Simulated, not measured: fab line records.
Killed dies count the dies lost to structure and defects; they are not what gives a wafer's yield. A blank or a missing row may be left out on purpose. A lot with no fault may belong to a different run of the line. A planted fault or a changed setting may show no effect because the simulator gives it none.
Matching of chambers | flow n5Finfet | N5_BEOL_M7_ETCH_65 on rieDiel-02 has 4 sister chambers
The step etches SiARC in CF4, target depth 15.6 nm, time 26 s. 16 wafers are shown with their chamber, then 8 later ones without.

## WAFERS PAIRED WITH THEIR CHAMBERS
wafer  | chamber | showerheadPlenumPTorr (Torr) | drypumpMotorCurrentA (A) | oesProductAu (a.u.)
L075.1 | 2       | 2.11                         | 6.1                      | 0.84
L075.2 | 0       | 2.22                         | 6.3                      | 0.58
L075.5 | 1       | 2.16                         | 6.6                      | 0.67
L077.2 | 2       | 2.11                         | 6.2                      | 0.82
L077.3 | 3       | 2.09                         | 5.3                      | 0.71
L077.4 | 0       | 2.22                         | 6.2                      | 0.57
L079.2 | 1       | 2.16                         | 6.6                      | 0.66
L079.3 | 2       | 2.11                         | 6.1                      | 0.81
L079.6 | 3       | 2.09                         | 5.3                      | 0.70
L085.1 | 3       | 2.09                         | 5.2                      | 0.70
L085.4 | 2       | 2.11                         | 6.1                      | 0.78
L085.5 | 1       | 2.15                         | 6.6                      | 0.65
L087.1 | 0       | 2.21                         | 6.3                      | 0.56
L087.2 | 2       | 2.10                         | 6.1                      | 0.77
L087.4 | 1       | 2.15                         | 6.6                      | 0.65
L093.2 | 1       | 2.15                         | 6.7                      | 0.65

SIGNATURES (means of the wafers above)
reading               | chamber 0 | chamber 1 | chamber 2 | chamber 3 | scatter within a chamber
showerheadPlenumPTorr | 2.2167    | 2.1540    | 2.1080    | 2.0900    | 0.00471
drypumpMotorCurrentA  | 6.267     | 6.620     | 6.120     | 5.267     | 0.0494
oesProductAu          | 0.5700    | 0.6560    | 0.8040    | 0.7033    | 0.018
Rule: for each reading, subtract the chamber's mean from the wafer's reading, divide by that reading's scatter and square the result; add these up over the readings and take the root, which gives the wafer's distance from the chamber. If the next closest chamber is less than 2 further off than the closest, the wafer can't be placed; otherwise it belongs to the closest. How the scatter is found: for the shown wafers, subtract from each reading the mean of its chamber, square and add these, divide the total by (wafers less chambers), then take the root.

## WAFERS MISSING THEIR CHAMBER
wafer  | showerheadPlenumPTorr (Torr) | drypumpMotorCurrentA (A) | oesProductAu (a.u.)
L093.3 | 2.08                         | 5.3                      | 0.67
L093.5 | 2.15                         | 6.6                      | 0.64
L095.1 | 2.15                         | 6.7                      | 0.64
L095.2 | 2.21                         | 6.3                      | 0.81
L095.5 | 2.08                         | 5.3                      | 0.67
L096.2 | 2.21                         | 6.2                      | 0.80
L096.4 | 2.15                         | 6.6                      | 0.65
L096.6 | 2.10                         | 6.1                      | 0.73

## CHAMBER TAKEN BY EACH
wafer  | from the rows above | in truth
L093.3 | 3                   | 3
L093.5 | 1                   | 1
L095.1 | 1                   | 1
L095.2 | 0                   | 0
L095.5 | 3                   | 3
L096.2 | 0                   | 0
L096.4 | 1                   | 1
L096.6 | 2                   | 2
Correct placement for 8 of the 8. Left unplaced by these rows: 0. Placed wrongly: 0.
